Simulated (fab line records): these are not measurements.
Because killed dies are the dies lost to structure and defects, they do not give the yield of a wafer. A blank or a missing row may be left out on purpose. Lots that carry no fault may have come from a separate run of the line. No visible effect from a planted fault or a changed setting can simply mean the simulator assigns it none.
The tool behind it: which one? :: flow n5Finfet :: 10 lots, 30 wafers sampled, at 3 steps of a route of 1938

== WHAT THE GAUGES SHOWED, per wafer ==
N5_BEOL_M0_SAQP_OVL_MEAS_41.
lot: L075
measured: day 6 00:42
on: overlay-02
M0_CUT1_OVL (nm): -1.1 0.1 -0.5

lot: L078
measured: day 6 14:41
on: overlay-02
M0_CUT1_OVL (nm): 0.0 -0.1 -0.6

lot: L080
measured: day 7 07:49
on: overlay-02
M0_CUT1_OVL (nm): 0.0 -0.6 0.5

lot: L082
measured: day 7 13:30
on: overlay-02
M0_CUT1_OVL (nm): -0.6 -0.2 -0.8

lot: L084
measured: day 8 05:22
on: overlay-02
M0_CUT1_OVL (nm): -1.0 -0.3 -0.5

lot: L086
measured: day 8 23:32
on: overlay-02
M0_CUT1_OVL (nm): -0.2 -0.2 -0.3

lot: L089
measured: day 9 09:17
on: overlay-02
M0_CUT1_OVL (nm): -0.6 0.0 0.3

lot: L091
measured: day 9 23:33
on: overlay-02
M0_CUT1_OVL (nm): -0.2 0.8 0.2

lot: L094
measured: day 10 17:02
on: overlay-02
M0_CUT1_OVL (nm): -0.5 -0.2 0.6

lot: L096
measured: day 11 05:16
on: overlay-02
M0_CUT1_OVL (nm): 0.2 -0.3 -0.2

== EACH LOT AND THE TOOL THAT RAN IT (in order: tool; ch and the chambers of the sampled wafers; start) ==
lot: L075
N5_BEOL_M0_SAQP_ETCH_101: rieDiel-03 ch 0,2,3, day 5 22:38
N5_BEOL_M0_SAQP_ETCH_102: rieSi-02 ch 0,2,3, day 5 22:45

lot: L078
N5_BEOL_M0_SAQP_ETCH_101: rieDiel-03 ch 0,3, day 6 12:15
N5_BEOL_M0_SAQP_ETCH_102: rieSi-01 ch 0,1,2, day 6 12:21

lot: L080
N5_BEOL_M0_SAQP_ETCH_101: rieDiel-03 ch 2,3, day 7 05:07
N5_BEOL_M0_SAQP_ETCH_102: rieSi-02 ch 2,3, day 7 05:14

lot: L082
N5_BEOL_M0_SAQP_ETCH_101: rieDiel-02 ch 0,1,2, day 7 10:28
N5_BEOL_M0_SAQP_ETCH_102: rieSi-01 ch 0,2,3, day 7 10:34

lot: L084
N5_BEOL_M0_SAQP_ETCH_101: rieDiel-02 ch 0,3, day 8 02:53
N5_BEOL_M0_SAQP_ETCH_102: rieSi-04 ch 0,2,3, day 8 02:59

lot: L086
N5_BEOL_M0_SAQP_ETCH_101: rieDiel-02 ch 0,1,3, day 8 20:22
N5_BEOL_M0_SAQP_ETCH_102: rieSi-02 ch 1,2,3, day 8 20:28

lot: L089
N5_BEOL_M0_SAQP_ETCH_101: rieDiel-01 ch 0,2,3, day 9 07:13
N5_BEOL_M0_SAQP_ETCH_102: rieSi-02 ch 0,1,2, day 9 07:20

lot: L091
N5_BEOL_M0_SAQP_ETCH_101: rieDiel-02 ch 1,3, day 9 21:29
N5_BEOL_M0_SAQP_ETCH_102: rieSi-02 ch 0,2, day 9 21:35

lot: L094
N5_BEOL_M0_SAQP_ETCH_101: rieDiel-01 ch 0,2,3, day 10 14:51
N5_BEOL_M0_SAQP_ETCH_102: rieSi-01 ch 0,1, day 10 14:58

lot: L096
N5_BEOL_M0_SAQP_ETCH_101: rieDiel-02 ch 2,3, day 11 03:10
N5_BEOL_M0_SAQP_ETCH_102: rieSi-01 ch 0,1, day 11 03:16
- N5_BEOL_M0_SAQP_ETCH_101: etches SiNx in CH3F/O2, target depth 29.9 nm, time 42.7 s.
- N5_BEOL_M0_SAQP_ETCH_102: etches SiO2 in CF4, target depth 4 nm, time 4.4 s.

== THE ANSWER, worked out from the rows above alone ==
Rule: usual is defined by the lots themselves. The widest of any qualifying gaps counts: lots, ordered by their means at a reading, are off when they make up no more than a third of the lots, leave a main group of 4 or more, and stand apart from it by 3 or more times the standard deviation of that group's means. A main group is skipped when, at the precision printed for the reading in the tables above, its means are all equal. A lot without any number at a reading at which 4 lots or more have one is off too. Where the step has rows for the other lots, those lots are counted as sound.
No lot is off at any reading shown: from this, nothing can be told.

== WHAT THE SIMULATOR HAD INSERTED ==
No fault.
